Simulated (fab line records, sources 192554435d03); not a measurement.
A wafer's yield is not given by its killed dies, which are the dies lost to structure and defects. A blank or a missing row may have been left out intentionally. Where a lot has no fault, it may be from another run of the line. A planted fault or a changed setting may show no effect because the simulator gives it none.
Split-lot trial || flow n5Finfet || route with 1938 steps; 7 lots, 21 wafers read

## ABOUT THE SPLIT
At N5_HKMG_FIN_ETCH_86 (etches SOC in N2/H2, stops on TiN, target depth 393.2 nm), the setting targetDepthA was moved away from the recipe's 3932 angstrom on 8 of the 21 wafers read, by -6.2% to +9.8%. The other wafers ran this setting at the recipe's value.

The reading comes from the split's own step.

## THE READING
SOC_of_HKMG_FIN_COAT_85.thkNm (the simulator's own value, which no gauge read), in nm, at N5_HKMG_FIN_ETCH_86 (etches SOC in N2/H2, stops on TiN, target depth 393.2 nm). The file does not state a usual value for it. Average 18.8 nm, standard deviation 2.8 nm, over the 13 wafers here run with the recipe.

{"wafer": "L075.1", "tool, chamber at the split": "rieDiel-05, 2", "targetDepthA as run, angstrom": 3932, "against the recipe": "recipe", "SOC_of_HKMG_FIN_COAT_85.thkNm, nm": 22.4, "against lot-mates on the recipe": "-"}
{"wafer": "L075.4", "tool, chamber at the split": "rieDiel-05, 0", "targetDepthA as run, angstrom": 3932, "against the recipe": "recipe", "SOC_of_HKMG_FIN_COAT_85.thkNm, nm": 16.8, "against lot-mates on the recipe": "-"}
{"wafer": "L075.6", "tool, chamber at the split": "rieDiel-05, 0", "targetDepthA as run, angstrom": 3932, "against the recipe": "recipe", "SOC_of_HKMG_FIN_COAT_85.thkNm, nm": 16.8, "against lot-mates on the recipe": "-"}
{"wafer": "L076.1", "tool, chamber at the split": "rieDiel-01, 2", "targetDepthA as run, angstrom": 3932, "against the recipe": "recipe", "SOC_of_HKMG_FIN_COAT_85.thkNm, nm": 20.6, "against lot-mates on the recipe": "-"}
{"wafer": "L076.4", "tool, chamber at the split": "rieDiel-01, 1", "targetDepthA as run, angstrom": 3687, "against the recipe": "-6.2%", "SOC_of_HKMG_FIN_COAT_85.thkNm, nm": 37, "against lot-mates on the recipe": "+16.4"}
{"wafer": "L076.6", "tool, chamber at the split": "rieDiel-01, 2", "targetDepthA as run, angstrom": 3687, "against the recipe": "-6.2%", "SOC_of_HKMG_FIN_COAT_85.thkNm, nm": 37.8, "against lot-mates on the recipe": "+17.2"}
{"wafer": "L078.1", "tool, chamber at the split": "rieDiel-06, 3,1", "targetDepthA as run, angstrom": 4228, "against the recipe": "+7.5%", "SOC_of_HKMG_FIN_COAT_85.thkNm, nm": 8.6, "against lot-mates on the recipe": -9.8}
{"wafer": "L078.6", "tool, chamber at the split": "rieDiel-06, 3,1", "targetDepthA as run, angstrom": 4228, "against the recipe": "+7.5%", "SOC_of_HKMG_FIN_COAT_85.thkNm, nm": 8.6, "against lot-mates on the recipe": -9.8}
{"wafer": "L078.2", "tool, chamber at the split": "rieDiel-06, 1", "targetDepthA as run, angstrom": 3932, "against the recipe": "recipe", "SOC_of_HKMG_FIN_COAT_85.thkNm, nm": 18.4, "against lot-mates on the recipe": "-"}
{"wafer": "L085.1", "tool, chamber at the split": "rieDiel-05, 2", "targetDepthA as run, angstrom": 3932, "against the recipe": "recipe", "SOC_of_HKMG_FIN_COAT_85.thkNm, nm": 23.6, "against lot-mates on the recipe": "-"}
{"wafer": "L085.4", "tool, chamber at the split": "rieDiel-05, 0,3", "targetDepthA as run, angstrom": 4317, "against the recipe": "+9.8%", "SOC_of_HKMG_FIN_COAT_85.thkNm, nm": 8.6, "against lot-mates on the recipe": -15.0}
{"wafer": "L085.5", "tool, chamber at the split": "rieDiel-05, 0,3", "targetDepthA as run, angstrom": 4317, "against the recipe": "+9.8%", "SOC_of_HKMG_FIN_COAT_85.thkNm, nm": 8.6, "against lot-mates on the recipe": -15.0}
{"wafer": "L089.3", "tool, chamber at the split": "rieDiel-01, 1,0", "targetDepthA as run, angstrom": 4239, "against the recipe": "+7.8%", "SOC_of_HKMG_FIN_COAT_85.thkNm, nm": 8.6, "against lot-mates on the recipe": -11.8}
{"wafer": "L089.5", "tool, chamber at the split": "rieDiel-01, 1,0", "targetDepthA as run, angstrom": 4239, "against the recipe": "+7.8%", "SOC_of_HKMG_FIN_COAT_85.thkNm, nm": 8.6, "against lot-mates on the recipe": -11.8}
{"wafer": "L089.6", "tool, chamber at the split": "rieDiel-01, 3", "targetDepthA as run, angstrom": 3932, "against the recipe": "recipe", "SOC_of_HKMG_FIN_COAT_85.thkNm, nm": 20.4, "against lot-mates on the recipe": "-"}
{"wafer": "L093.4", "tool, chamber at the split": "rieDiel-05, 1", "targetDepthA as run, angstrom": 3932, "against the recipe": "recipe", "SOC_of_HKMG_FIN_COAT_85.thkNm, nm": 12.6, "against lot-mates on the recipe": "-"}
{"wafer": "L093.5", "tool, chamber at the split": "rieDiel-05, 3", "targetDepthA as run, angstrom": 3932, "against the recipe": "recipe", "SOC_of_HKMG_FIN_COAT_85.thkNm, nm": 20.2, "against lot-mates on the recipe": "-"}
{"wafer": "L093.6", "tool, chamber at the split": "rieDiel-05, 0", "targetDepthA as run, angstrom": 3932, "against the recipe": "recipe", "SOC_of_HKMG_FIN_COAT_85.thkNm, nm": 17.6, "against lot-mates on the recipe": "-"}
{"wafer": "L097.3", "tool, chamber at the split": "rieDiel-06, 2", "targetDepthA as run, angstrom": 3932, "against the recipe": "recipe", "SOC_of_HKMG_FIN_COAT_85.thkNm, nm": 19.6, "against lot-mates on the recipe": "-"}
{"wafer": "L097.6", "tool, chamber at the split": "rieDiel-06, 2", "targetDepthA as run, angstrom": 3932, "against the recipe": "recipe", "SOC_of_HKMG_FIN_COAT_85.thkNm, nm": 19.6, "against lot-mates on the recipe": "-"}
{"wafer": "L097.5", "tool, chamber at the split": "rieDiel-06, 3", "targetDepthA as run, angstrom": 3932, "against the recipe": "recipe", "SOC_of_HKMG_FIN_COAT_85.thkNm, nm": 16.4, "against lot-mates on the recipe": "-"}
If several chambers appear in one row, that row covers several wafers at once and the file leaves open which wafer was in which chamber.

THE FIT
A straight line over all 21 wafers: SOC_of_HKMG_FIN_COAT_85.thkNm changes by -1.61 nm for each +1% of targetDepthA; r = -0.90; the points scatter about the line by 3.7 nm.
The same after taking each lot's own level away (the mean of its wafers on the recipe; 21 wafers): -1.75 nm for each +1%; r = -0.95; scatter 2.6 nm.
On that fit, the largest move of targetDepthA shifts the reading by 17 nm.
From 16.80 to 23.60 nm: that is the span of the lots' own levels, equal to 2.5 times the standard deviation above.
So the lot-to-lot level changes the slope little: the two slopes agree.
Check: with one of the wafers moved furthest among these (+9.8%) left out of the fit, the line predicts -16.1 nm for it against its lot-mates. It came out at -15 nm against them.

## OTHER SPLITS APPLIED TO THESE WAFERS
Other splits were also applied to these wafers ahead of the reading. Each is held against what the fit with the lots' levels taken away leaves over:
{"other split on the same wafers": "N5_SD_EPI_P_EPI_21 timeS", "wafers away from the commonest value": 7, "r with SOC_of_HKMG_FIN_COAT_85.thkNm (lot level and that fit taken away)": -0.07}
{"other split on the same wafers": "N5_HKMG_FIN_CVD_62 tempC", "wafers away from the commonest value": 10, "r with SOC_of_HKMG_FIN_COAT_85.thkNm (lot level and that fit taken away)": -0.34}

## THE FILE'S OWN FIT
SOC_of_HKMG_FIN_COAT_85.thkNm changes by -1.65 nm for each +1% of targetDepthA, r = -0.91.
